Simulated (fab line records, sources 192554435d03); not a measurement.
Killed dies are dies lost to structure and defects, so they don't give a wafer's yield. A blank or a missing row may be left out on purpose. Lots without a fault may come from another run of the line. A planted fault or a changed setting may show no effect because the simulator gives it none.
Chamber matching | flow n5_finfet | N5_MOL_CONTACT_COAG_ALD_133 on ald_sin-01: 4 sister chambers
The step deposits SiO2, target thk 5 nm, pulse time 1 s, co reactant pulse time 1 s. 8 wafers are shown with their chamber, then 10 later ones without.

WAFERS WITH THEIR CHAMBER
wafer  | chamber | heater_power_w (W) | precursor_pulse_height_rel
L074.6 | 1       | 69                 | 1.024
L076.6 | 0       | 85                 | 0.999
L078.1 | 0       | 83                 | 1.008
L085.1 | 1       | 70                 | 1.003
L085.2 | 2       | 81                 | 1.002
L085.3 | 3       | 79                 | 0.989
L085.4 | 3       | 79                 | 0.962
L085.5 | 2       | 80                 | 0.989

WAFERS WITHOUT THEIR CHAMBER
wafer  | heater_power_w (W) | precursor_pulse_height_rel
L085.6 | 67                 | 1.007
L086.2 | 81                 | 1.031
L086.3 | 70                 | 0.996
L086.6 | 81                 | 0.997
L090.2 | 70                 | 1.020
L090.4 | 81                 | 1.002
L090.5 | 67                 | 0.995
L092.2 | 84                 | 1.003
L092.3 | 69                 | 0.990
L092.4 | 83                 | 0.999

WHICH CHAMBER EACH WENT THROUGH
wafer  | from the rows above     | in truth
L085.6 | 1                       | 1
L086.2 | can't be placed: 2 or 0 | 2
L086.3 | 1                       | 1
L086.6 | 2                       | 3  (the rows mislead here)
L090.2 | 1                       | 1
L090.4 | 2                       | 2
L090.5 | 1                       | 1
L092.2 | 0                       | 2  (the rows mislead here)
L092.3 | 1                       | 1
L092.4 | can't be placed: 0 or 2 | 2
Placed correctly: 6 of 10. Can't be placed from these rows: 2 (the true chamber is among the candidates in 2). Placed wrongly: 2.
How it was worked out, from the rows above alone: a wafer's distance from a chamber is the root of the sum, over the readings, of the square of ((its reading less the chamber's mean) divided by the reading's scatter). The wafer belongs to the nearest chamber; if the next one is less than 2 further off, it can't be placed. A chamber's mean is the mean of its shown wafers. The scatter: the root of (the sum of the squares of (reading less its chamber's mean) over the shown wafers, divided by (wafers less chambers)).
